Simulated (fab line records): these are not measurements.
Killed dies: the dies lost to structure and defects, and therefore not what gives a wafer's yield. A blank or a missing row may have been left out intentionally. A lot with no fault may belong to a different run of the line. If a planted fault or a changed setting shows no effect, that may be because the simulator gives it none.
Which tool is to blame?    flow nand-harc    24 lots with 72 wafers sampled at 6 steps, on a route of 1302 steps

## WHAT THE GAUGES SHOWED, per wafer
The record holds no reading of a measuring or inspecting step that can be judged against a usual standard deviation.

## TOOL THAT RAN EACH LOT (tool first, then ch and the chambers of the sampled wafers, then the start)
lot   NHARC_A_STAIRCASE_ETCH_227                     NHARC_A_STAIRCASE_TRIM_235                     NHARC_A_STAIRCASE_HM_DEP_459   NHARC_A_STAIRCASE_DEP_280        NHARC_A_STAIRCASE_HM_OPEN_463                  NHARC_A_STAIRCASE_DEP_417
L075  rie-diel-13 ch 0,2, day 16 12:55 or earlier    rie-diel-13 ch 1,2, day 16 12:55 or earlier    acl-dep-03 ch 0, day 16 12:55  pecvd-04 ch 0,1,2, day 16 14:28  rie-diel-04 ch 0,1,2, day 17 09:08 or earlier  pecvd-04 ch 0,1,2, day 17 09:08
L074  rie-diel-04 ch 0,1,2, day 17 00:28 or earlier  rie-diel-02 ch 1,3, day 17 00:28 or earlier    acl-dep-02 ch 0, day 17 00:28  pecvd-01 ch 0,1,2, day 17 02:20  rie-diel-13 ch 0,1, day 17 16:32 or earlier    pecvd-01 ch 0,1,2, day 17 16:32
L076  rie-diel-02 ch 0,1,2, day 17 10:17 or earlier  rie-diel-13 ch 0,1, day 17 10:17 or earlier    acl-dep-03 ch 0, day 17 10:17  pecvd-04 ch 0,1,2, day 17 11:19  rie-diel-04 ch 0,1,3, day 17 22:07 or earlier  pecvd-04 ch 0,1,2, day 17 22:07
L077  rie-diel-04 ch 0,2,3, day 18 03:46 or earlier  rie-diel-13 ch 1,2,3, day 18 03:46 or earlier  acl-dep-03 ch 0, day 18 03:46  pecvd-01 ch 0,1,2, day 18 05:41  rie-diel-13 ch 0,1, day 18 17:49 or earlier    pecvd-01 ch 0,1, day 18 17:49
L078  rie-diel-13 ch 2,3, day 18 08:51 or earlier    rie-diel-13 ch 0,1,3, day 18 08:51 or earlier  acl-dep-02 ch 0, day 18 08:51  pecvd-01 ch 0,1,2, day 18 10:43  rie-diel-02 ch 0,1, day 18 21:11 or earlier    pecvd-03 ch 0,1, day 18 21:11
L079  rie-diel-02 ch 0,1, day 18 23:23 or earlier    rie-diel-02 ch 0,1,3, day 18 23:23 or earlier  acl-dep-03 ch 0, day 18 23:23  pecvd-01 ch 0,1,2, day 19 01:14  rie-diel-04 ch 0,1,3, day 19 14:35 or earlier  pecvd-04 ch 0,1,2, day 19 14:35
L080  rie-diel-13 ch 0,1,3, day 19 05:04 or earlier  rie-diel-04 ch 0,1,2, day 19 05:04 or earlier  acl-dep-01 ch 0, day 19 05:04  pecvd-03 ch 0,1,2, day 19 06:05  rie-diel-13 ch 0,2,3, day 19 17:14 or earlier  pecvd-04 ch 0,1,2, day 19 17:14
L082  rie-diel-04 ch 0,3, day 19 21:46 or earlier    rie-diel-13 ch 0,2, day 19 21:46 or earlier    acl-dep-03 ch 0, day 19 21:46  pecvd-01 ch 0,1, day 19 23:38    rie-diel-02 ch 1,2, day 20 12:38 or earlier    pecvd-04 ch 1,2, day 20 12:38
L081  rie-diel-04 ch 0,3, day 20 07:52 or earlier    rie-diel-04 ch 0,1,3, day 20 07:52 or earlier  acl-dep-01 ch 0, day 20 07:52  pecvd-03 ch 1,2, day 20 09:47    rie-diel-13 ch 2,3, day 20 22:04 or earlier    pecvd-03 ch 0,1,2, day 20 22:04
L083  rie-diel-02 ch 1,2,3, day 20 12:12 or earlier  rie-diel-02 ch 0,1,2, day 20 12:12 or earlier  acl-dep-01 ch 0, day 20 12:12  pecvd-03 ch 1,2, day 20 13:43    rie-diel-04 ch 0,2,3, day 20 23:50 or earlier  pecvd-01 ch 1,2, day 20 23:50
L084  rie-diel-04 ch 0,1,3, day 21 04:34 or earlier  rie-diel-13 ch 0,1,3, day 21 04:34 or earlier  acl-dep-02 ch 0, day 21 04:34  pecvd-04 ch 0,2, day 21 06:26    rie-diel-13 ch 0,1, day 21 17:52 or earlier    pecvd-03 ch 1,2, day 21 17:52
L085  rie-diel-13 ch 2,3, day 21 12:51 or earlier    rie-diel-13 ch 0,3, day 21 12:51 or earlier    acl-dep-02 ch 0, day 21 12:51  pecvd-04 ch 1,2, day 21 14:25    rie-diel-04 ch 1,2,3, day 22 01:04 or earlier  pecvd-04 ch 0,1, day 22 01:04
L086  rie-diel-13 ch 2,3, day 21 15:02 or earlier    rie-diel-04 ch 0,2, day 21 15:02 or earlier    acl-dep-02 ch 0, day 21 15:02  pecvd-03 ch 1,2, day 21 17:01    rie-diel-02 ch 2,3, day 22 07:02 or earlier    pecvd-04 ch 1,2, day 22 07:02
L087  rie-diel-04 ch 1,2, day 21 17:40 or earlier    rie-diel-04 ch 0,3, day 21 17:40 or earlier    acl-dep-03 ch 0, day 21 17:40  pecvd-04 ch 1,2, day 21 19:35    rie-diel-02 ch 0,3, day 22 09:38 or earlier    pecvd-01 ch 0,1, day 22 09:38
L089  rie-diel-13 ch 0,2,3, day 22 12:33 or earlier  rie-diel-04 ch 2,3, day 22 12:33 or earlier    acl-dep-02 ch 0, day 22 12:33  pecvd-04 ch 0,1,2, day 22 14:07  rie-diel-04 ch 0,2,3, day 23 00:55 or earlier  pecvd-01 ch 1,2, day 23 00:55
L088  rie-diel-13 ch 0,2,3, day 22 16:01 or earlier  rie-diel-13 ch 0,2,3, day 22 16:01 or earlier  acl-dep-02 ch 0, day 22 16:01  pecvd-03 ch 0,1,2, day 22 17:54  rie-diel-02 ch 1,2,3, day 23 05:30 or earlier  pecvd-01 ch 1,2, day 23 05:30
L091  rie-diel-04 ch 0,2, day 23 11:08 or earlier    rie-diel-13 ch 0,1,2, day 23 11:08 or earlier  acl-dep-03 ch 0, day 23 11:08  pecvd-01 ch 0,1, day 23 13:04    rie-diel-02 ch 0,2, day 23 23:34 or earlier    pecvd-01 ch 1,2, day 23 23:34
L090  rie-diel-13 ch 1,2, day 23 21:11 or earlier    rie-diel-13 ch 1,3, day 23 21:11 or earlier    acl-dep-03 ch 0, day 23 21:11  pecvd-01 ch 0,1,2, day 23 23:10  rie-diel-04 ch 0,1, day 24 10:02 or earlier    pecvd-03 ch 0,1,2, day 24 10:02
L092  rie-diel-02 ch 1,2,3, day 23 18:52 or earlier  rie-diel-02 ch 0,1,2, day 23 18:52 or earlier  acl-dep-01 ch 0, day 23 18:52  pecvd-01 ch 0,1,2, day 23 20:47  rie-diel-13 ch 0,1,3, day 24 07:46 or earlier  pecvd-04 ch 0,1, day 24 07:46
L093  rie-diel-04 ch 0,2,3, day 24 05:05 or earlier  rie-diel-13 ch 1,3, day 24 05:05 or earlier    acl-dep-02 ch 0, day 24 05:05  pecvd-04 ch 0, day 24 06:43      rie-diel-04 ch 0,1, day 24 17:51 or earlier    pecvd-04 ch 0,1, day 24 17:51
L094  rie-diel-13 ch 0,2, day 25 02:34 or earlier    rie-diel-02 ch 1,3, day 25 02:34 or earlier    acl-dep-03 ch 0, day 25 02:34  pecvd-01 ch 0,1,2, day 25 04:08  rie-diel-02 ch 0,2,3, day 25 14:46 or earlier  pecvd-01 ch 0,1,2, day 25 14:46
L096  rie-diel-04 ch 1,3, day 25 17:42 or earlier    rie-diel-02 ch 2,3, day 25 17:42 or earlier    acl-dep-02 ch 0, day 25 17:42  pecvd-01 ch 0,1,2, day 25 19:16  rie-diel-02 ch 1,3, day 26 07:23 or earlier    pecvd-04 ch 0,2, day 26 07:23
L095  rie-diel-04 ch 0,1,2, day 25 18:55 or earlier  rie-diel-04 ch 0,1, day 25 18:55 or earlier    acl-dep-01 ch 0, day 25 18:55  pecvd-03 ch 0,2, day 25 20:15    rie-diel-13 ch 0,1, day 26 07:31 or earlier    pecvd-01 ch 1,2, day 26 07:31
L097  rie-diel-04 ch 0,2, day 26 01:26 or earlier    rie-diel-04 ch 1,2,3, day 26 01:26 or earlier  acl-dep-01 ch 0, day 26 01:26  pecvd-04 ch 0,2, day 26 03:01    rie-diel-04 ch 0,1,3, day 26 18:31 or earlier  pecvd-01 ch 0,1, day 26 18:31
- NHARC_A_STAIRCASE_ETCH_227: etches the open film in C4F8/O2, target depth 100 nm, time 40.5 s.
- NHARC_A_STAIRCASE_TRIM_235: chemistry O2, time 211.2 s.
- NHARC_A_STAIRCASE_HM_DEP_459: deposits aC, target thk 1500 nm.
- NHARC_A_STAIRCASE_DEP_280: deposits SiON, target thk 30 nm.
- NHARC_A_STAIRCASE_HM_OPEN_463: chemistry O2/COS.
- NHARC_A_STAIRCASE_DEP_417: deposits Si3N4, target thk 60 nm.

## AS READ BY THE TOOLS THEMSELVES (means over the sampled wafers that have a number; for cases with no such wafer, the mark the record gives instead)
NHARC_A_STAIRCASE_ETCH_227.
lot   tool         chamber-pressure-mTorr (mTorr)  oes-product-au (a.u.)  rf-vpp-V (V)
L075  rie-diel-13  24.974                          0.949                  892
L074  rie-diel-04  25.015                          0.961                  899
L076  rie-diel-02  24.997                          0.944                  899
L077  rie-diel-04  25.004                          0.956                  898
L078  rie-diel-13  25.011                          0.941                  892
L079  rie-diel-02  24.995                          0.940                  894
L080  rie-diel-13  24.995                          0.934                  899
L082  rie-diel-04  25.002                          0.935                  899
L081  rie-diel-04  25.003                          0.964                  899
L083  rie-diel-02  25.006                          0.945                  895
L084  rie-diel-04  24.990                          0.938                  899
L085  rie-diel-13  25.003                          0.942                  891
L086  rie-diel-13  25.004                          0.950                  893
L087  rie-diel-04  25.005                          0.941                  899
L089  rie-diel-13  25.019                          0.947                  893
L088  rie-diel-13  25.014                          0.955                  893
L091  rie-diel-04  25.007                          0.948                  898
L090  rie-diel-13  25.007                          0.944                  898
L092  rie-diel-02  24.995                          0.949                  894
L093  rie-diel-04  25.006                          0.953                  899
L094  rie-diel-13  25.004                          0.943                  893
L096  rie-diel-04  24.997                          0.966                  899
L095  rie-diel-04  25.006                          0.968                  897
L097  rie-diel-04  24.991                          0.963                  897

NHARC_A_STAIRCASE_TRIM_235.
lot   tool         chamber-pressure-mTorr (mTorr)  drypump-motor-current-A (A)  mfc-ar-sccm (sccm)  oes-product-au (a.u.)  rf-vpp-V (V)  showerhead-plenum-p-Torr (Torr)  throttle-valve-pct (%)
L075  rie-diel-13  60.00                           6.0                          0.026               0.995                  57.8          3.65                             17.038
L074  rie-diel-02  59.96                           6.7                          0.022               1.016                  57.2          3.46                             17.041
L076  rie-diel-13  60.00                           6.1                          0.028               1.001                  58.4          3.69                             17.039
L077  rie-diel-13  59.99                           5.8                          0.020               0.993                  58.1          3.55                             17.038
L078  rie-diel-13  60.06                           5.9                          0.022               0.990                  57.7          3.60                             17.044
L079  rie-diel-02  60.01                           6.6                          0.013               1.007                  57.8          3.54                             17.041
L080  rie-diel-04  60.00                           5.6                          0.022               0.998                  57.9          3.60                             17.033
L082  rie-diel-13  59.99                           5.2                          0.021               1.010                  57.3          3.46                             17.028
L081  rie-diel-04  59.97                           5.8                          0.022               1.015                  58.2          3.63                             17.033
L083  rie-diel-02  59.97                           6.4                          0.004               1.005                  57.8          3.60                             17.031
L084  rie-diel-13  60.02                           5.9                          0.022               1.001                  58.2          3.59                             17.036
L085  rie-diel-13  60.05                           5.6                          0.020               0.996                  57.4          3.50                             17.032
L086  rie-diel-04  59.92                           5.3                          0.028               1.018                  57.4          3.56                             17.035
L087  rie-diel-04  59.99                           5.7                          0.027               1.009                  58.5          3.63                             17.034
L089  rie-diel-04  60.02                           5.4                          0.027               1.003                  57.3          3.61                             17.043
L088  rie-diel-13  59.93                           5.4                          0.017               1.010                  57.7          3.45                             17.046
L091  rie-diel-13  60.02                           5.6                          0.023               0.998                  57.5          3.53                             17.039
L090  rie-diel-13  60.00                           6.3                          0.025               0.996                  58.2          3.66                             17.036
L092  rie-diel-02  60.00                           6.4                          0.004               1.003                  57.7          3.59                             17.039
L093  rie-diel-13  59.99                           6.3                          0.025               0.996                  58.1          3.66                             17.030
L094  rie-diel-02  60.03                           6.7                          0.022               1.011                  57.7          3.43                             17.047
L096  rie-diel-02  60.04                           6.5                          0.017               0.992                  58.2          3.56                             17.041
L095  rie-diel-04  60.03                           5.9                          0.022               1.033                  57.5          3.59                             17.041
L097  rie-diel-04  59.98                           5.5                          0.022               1.016                  57.4          3.58                             17.036

NHARC_A_STAIRCASE_HM_DEP_459.
lot   tool        throttle-valve-pct (%)
L075  acl-dep-03  34.999
L074  acl-dep-02  35.001
L076  acl-dep-03  34.990
L077  acl-dep-03  35.002
L078  acl-dep-02  35.001
L079  acl-dep-03  35.014
L080  acl-dep-01  34.998
L082  acl-dep-03  34.996
L081  acl-dep-01  35.005
L083  acl-dep-01  34.995
L084  acl-dep-02  34.998
L085  acl-dep-02  34.994
L086  acl-dep-02  34.999
L087  acl-dep-03  34.996
L089  acl-dep-02  35.007
L088  acl-dep-02  35.006
L091  acl-dep-03  34.996
L090  acl-dep-03  34.994
L092  acl-dep-01  34.998
L093  acl-dep-02  35.003
L094  acl-dep-03  34.993
L096  acl-dep-02  34.993
L095  acl-dep-01  34.995
L097  acl-dep-01  34.999

NHARC_A_STAIRCASE_DEP_280.
lot   tool      heater-power-w (W)  showerhead-vpp-V (V)
L075  pecvd-04  733                 1119
L074  pecvd-01  797                 1154
L076  pecvd-04  715                 1117
L077  pecvd-01  805                 1148
L078  pecvd-01  754                 1151
L079  pecvd-01  779                 1134
L080  pecvd-03  796                 1186
L082  pecvd-01  760                 1111
L081  pecvd-03  814                 1190
L083  pecvd-03  795                 1237
L084  pecvd-04  764                 1133
L085  pecvd-04  771                 1138
L086  pecvd-03  805                 1187
L087  pecvd-04  760                 1134
L089  pecvd-04  706                 1114
L088  pecvd-03  761                 1184
L091  pecvd-01  701                 1159
L090  pecvd-01  806                 1144
L092  pecvd-01  806                 1154
L093  pecvd-04  714                 1066
L094  pecvd-01  795                 1155
L096  pecvd-01  822                 1156
L095  pecvd-03  694                 1178
L097  pecvd-04  743                 1126

NHARC_A_STAIRCASE_HM_OPEN_463.
lot   tool         chamber-pressure-mTorr (mTorr)  drypump-motor-current-A (A)  mfc-ar-sccm (sccm)  oes-product-au (a.u.)  rf-vpp-V (V)  showerhead-plenum-p-Torr (Torr)  throttle-valve-pct (%)
L075  rie-diel-04  19.996                          5.6                          0.022               1.005                  468.8         3.20                             28.331
L074  rie-diel-13  20.013                          6.1                          0.028               1.009                  469.0         3.26                             28.328
L076  rie-diel-04  19.989                          5.8                          0.022               1.007                  469.0         3.22                             28.325
L077  rie-diel-13  20.009                          5.7                          0.026               0.990                  468.7         3.18                             28.330
L078  rie-diel-02  19.999                          6.6                          0.009               0.994                  466.4         3.07                             28.330
L079  rie-diel-04  19.990                          5.8                          0.022               1.010                  469.3         3.22                             28.326
L080  rie-diel-13  19.998                          5.4                          0.017               1.003                  465.9         3.06                             28.327
L082  rie-diel-02  20.014                          6.4                          0.009               0.997                  465.0         3.06                             28.334
L081  rie-diel-13  20.006                          5.6                          0.014               1.007                  466.2         3.06                             28.319
L083  rie-diel-04  20.001                          5.5                          0.027               1.014                  468.3         3.19                             28.338
L084  rie-diel-13  19.992                          6.1                          0.028               0.999                  470.3         3.25                             28.333
L085  rie-diel-04  20.005                          5.5                          0.022               1.008                  468.2         3.19                             28.334
L086  rie-diel-02  20.000                          6.2                          0.009               1.013                  469.7         3.22                             28.330
L087  rie-diel-02  20.012                          6.6                          0.009               1.005                  470.5         3.25                             28.330
L089  rie-diel-04  19.983                          5.5                          0.027               1.018                  468.8         3.18                             28.332
L088  rie-diel-02  19.990                          6.4                          0.013               1.002                  467.1         3.10                             28.331
L091  rie-diel-02  20.008                          6.2                          0.000               0.998                  470.2         3.29                             28.327
L090  rie-diel-04  19.994                          5.8                          0.017               1.029                  468.6         3.19                             28.331
L092  rie-diel-13  20.019                          5.9                          0.022               1.002                  467.8         3.16                             28.336
L093  rie-diel-04  20.000                          5.9                          0.017               1.028                  469.1         3.19                             28.327
L094  rie-diel-02  20.013                          6.5                          0.009               0.994                  470.1         3.22                             28.334
L096  rie-diel-02  19.983                          6.6                          0.017               0.995                  464.3         2.97                             28.338
L095  rie-diel-13  19.990                          6.1                          0.028               1.012                  469.4         3.23                             28.337
L097  rie-diel-04  19.979                          5.8                          0.022               1.017                  468.1         3.19                             28.328

NHARC_A_STAIRCASE_DEP_417.
lot   tool      heater-power-w (W)  showerhead-vpp-V (V)
L075  pecvd-04  634                 1275
L074  pecvd-01  693                 1306
L076  pecvd-04  697                 1269
L077  pecvd-01  701                 1259
L078  pecvd-03  701                 1349
L079  pecvd-04  651                 1257
L080  pecvd-04  627                 1264
L082  pecvd-04  738                 1296
L081  pecvd-03  725                 1368
L083  pecvd-01  730                 1340
L084  pecvd-03  787                 1375
L085  pecvd-04  658                 1233
L086  pecvd-04  664                 1278
L087  pecvd-01  714                 1305
L089  pecvd-01  847                 1345
L088  pecvd-01  700                 1349
L091  pecvd-01  788                 1348
L090  pecvd-03  728                 1362
L092  pecvd-04  605                 1235
L093  pecvd-04  673                 1249
L094  pecvd-01  813                 1303
L096  pecvd-04  742                 1275
L095  pecvd-01  837                 1341
L097  pecvd-01  705                 1264

## THE ANSWER, worked out from the rows above alone
Rule: the usual values come from the lots themselves. The widest of any qualifying gaps counts: lots, ordered by their means at a reading, are off when they make up no more than a third of the lots, leave a main group of 4 or more, and stand apart from it by 3 or more times the standard deviation of that group's means. The tables above print the reading to a certain number of digits; a main group whose means all agree to those digits is not used. Also off: a lot with no number at a reading for which 4 or more lots have one. Any other lot the step has rows for is counted as sound. After the gauges, taken in route order, come the tools' own readings; for these a lot's mean is taken, as printed above. The first step at which some lot is off is used, and at that step the reading that is off furthest; a lot without a number counts as furthest.
No lot is off at any reading shown: from this, nothing can be told.

## WHAT THE SIMULATOR HAD INSERTED
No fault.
